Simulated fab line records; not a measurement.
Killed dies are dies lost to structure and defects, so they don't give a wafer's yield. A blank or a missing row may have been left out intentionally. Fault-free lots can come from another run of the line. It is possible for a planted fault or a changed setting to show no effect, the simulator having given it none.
Chamber matching ; flow n5-finfet ; N5_HKMG_FIN_ETCH_35 on rie-diel-04 has 4 sister chambers
The step etches SOC in N2/H2, target depth 215.8 nm, time 243.4 s. 8 wafers are shown with their chamber, then 9 later ones without.

== WAFERS, EACH WITH ITS CHAMBER ==
wafer;chamber;showerhead-plenum-p-Torr (Torr);drypump-motor-current-A (A)
L079.4;0;2.57;4.7
L082.1;0;2.57;4.8
L082.5;3;2.43;5.7
L087.1;2;2.59;5.8
L087.2;3;2.42;5.8
L086.3;2;2.59;5.8
L086.4;1;2.63;6.0
L086.6;1;2.63;5.9

== WAFERS WITH NO CHAMBER GIVEN ==
wafer;showerhead-plenum-p-Torr (Torr);drypump-motor-current-A (A)
L091.2;2.42;5.8
L091.4;2.58;5.8
L091.6;2.58;5.8
L095.2;2.55;4.7
L095.3;2.42;5.8
L095.4;2.58;5.8
L097.1;2.62;5.9
L097.2;2.42;5.8
L097.3;2.55;4.8

== CHAMBER TAKEN BY EACH ==
wafer;from the rows above;in truth
L091.2;3;3
L091.4;2;2
L091.6;2;2
L095.2;0;0
L095.3;3;3
L095.4;2;2
L097.1;1;1
L097.2;3;3
L097.3;0;0
Correctly placed: 9 of 9. From these rows, 0 cannot be placed. Wrongly placed: 0.
How it was worked out, from the rows above alone: a wafer's distance from a chamber is the root of the sum, over the readings, of the square of ((its reading less the chamber's mean) divided by the reading's scatter). If the next closest chamber is less than 2 further off than the closest, the wafer can't be placed; otherwise it belongs to the closest. For every chamber, the mean is computed from those of its wafers that are shown. The scatter: the root of (the sum of the squares of (reading less its chamber's mean) over the shown wafers, divided by (wafers less chambers)).
